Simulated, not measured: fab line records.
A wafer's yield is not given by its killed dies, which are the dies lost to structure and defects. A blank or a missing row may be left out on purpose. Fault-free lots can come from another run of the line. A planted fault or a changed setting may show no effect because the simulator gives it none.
Matching of chambers    flow nandHarc    NHARC_A_STAIRCASE_STRIP_476 on rieDiel-08: 4 sister chambers
The step strips in O2, time 20 s. 8 wafers are shown with their chamber, then 10 later ones without.

## WAFERS, EACH WITH ITS CHAMBER
wafer   chamber  showerheadPlenumPTorr (Torr)  oesProductAu (a.u.)
L083.6  1        3.61                          0.994
L085.2  0        3.66                          0.995
L085.4  1        3.61                          0.986
L085.6  0        3.66                          0.991
L087.1  3        3.43                          0.999
L087.6  2        3.36                          0.997
L091.1  3        3.42                          0.997
L091.3  2        3.36                          0.989

## WAFERS MISSING THEIR CHAMBER
wafer   showerheadPlenumPTorr (Torr)  oesProductAu (a.u.)
L091.6  3.60                          0.992
L090.1  3.66                          0.998
L090.5  3.36                          0.991
L090.6  3.42                          1.004
L093.1  3.65                          1.010
L093.2  3.60                          1.006
L093.4  3.35                          0.991
L097.3  3.60                          0.984
L097.5  3.60                          0.995
L097.6  3.65                          0.998

## CHAMBER TAKEN BY EACH
wafer   from the rows above  in truth
L091.6  1                    1
L090.1  0                    0
L090.5  2                    2
L090.6  3                    3
L093.1  0                    0
L093.2  1                    1
L093.4  2                    2
L097.3  1                    1
L097.5  1                    1
L097.6  0                    0
Correctly placed: 10 of 10. From these rows, 0 cannot be placed. Placed wrongly: 0.
How it was worked out, from the rows above alone: a wafer's distance from a chamber is the root of the sum, over the readings, of the square of ((its reading less the chamber's mean) divided by the reading's scatter). If the next closest chamber is less than 2 further off than the closest, the wafer can't be placed; otherwise it belongs to the closest. For every chamber, the mean is computed from those of its wafers that are shown. The scatter is the square root of a quotient: the sum, over the shown wafers, of each reading's squared deviation from its chamber's mean, divided by wafers minus chambers.
